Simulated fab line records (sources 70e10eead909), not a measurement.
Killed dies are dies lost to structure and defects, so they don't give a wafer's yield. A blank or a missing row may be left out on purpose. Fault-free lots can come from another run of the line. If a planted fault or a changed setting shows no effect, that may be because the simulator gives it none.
Matching of chambers :: flow nand harc :: 4 sister chambers for NHARC_A_CHANNEL_FILL_D1_CMP_10 on cmp-01
The step polishes, target thk 150 nm. 4 wafers are shown with their chamber, then 9 later ones without.

## EACH WAFER AND ITS CHAMBER
wafer: L087.2
chamber: 2
motor current A (A): 13.2

wafer: L087.4
chamber: 3
motor current A (A): 11.1

wafer: L088.5
chamber: 1
motor current A (A): 11.1

wafer: L088.6
chamber: 0
motor current A (A): 12.0

## WAFERS WITHOUT THEIR CHAMBER
wafer: L094.1
motor current A (A): 11.3

wafer: L094.4
motor current A (A): 10.8

wafer: L094.6
motor current A (A): 11.1

wafer: L096.3
motor current A (A): 12.8

wafer: L096.5
motor current A (A): 11.4

wafer: L096.6
motor current A (A): 11.1

wafer: L097.1
motor current A (A): 11.5

wafer: L097.2
motor current A (A): 11.2

wafer: L097.4
motor current A (A): 13.2

## WHICH CHAMBER EACH WENT THROUGH
wafer: L094.1
from the rows above: can't be placed: 1 or 3
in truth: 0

wafer: L094.4
from the rows above: can't be placed: 1 or 3
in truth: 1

wafer: L094.6
from the rows above: can't be placed: 1 or 3
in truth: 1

wafer: L096.3
from the rows above: can't be placed: 2 or 0
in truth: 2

wafer: L096.5
from the rows above: can't be placed: 1 or 3 or 0
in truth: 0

wafer: L096.6
from the rows above: can't be placed: 1 or 3
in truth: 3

wafer: L097.1
from the rows above: can't be placed: 1 or 3 or 0
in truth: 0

wafer: L097.2
from the rows above: can't be placed: 1 or 3
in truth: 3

wafer: L097.4
from the rows above: 2
in truth: 2
Placed correctly: 1 of 9. Can't be placed from these rows: 8 (the true chamber is among the candidates in 7). Number placed wrongly: 0.
How it was worked out, from the rows above alone: a wafer's distance from a chamber is the root of the sum, over the readings, of the square of ((its reading less the chamber's mean) divided by the reading's scatter). If the next closest chamber is less than 2 further off than the closest, the wafer can't be placed; otherwise it belongs to the closest. A chamber's mean is the mean of its shown wafers. The scatter: root of mean squared gap, hidden wafer to nearest shown wafer, with one shown wafer a chamber.
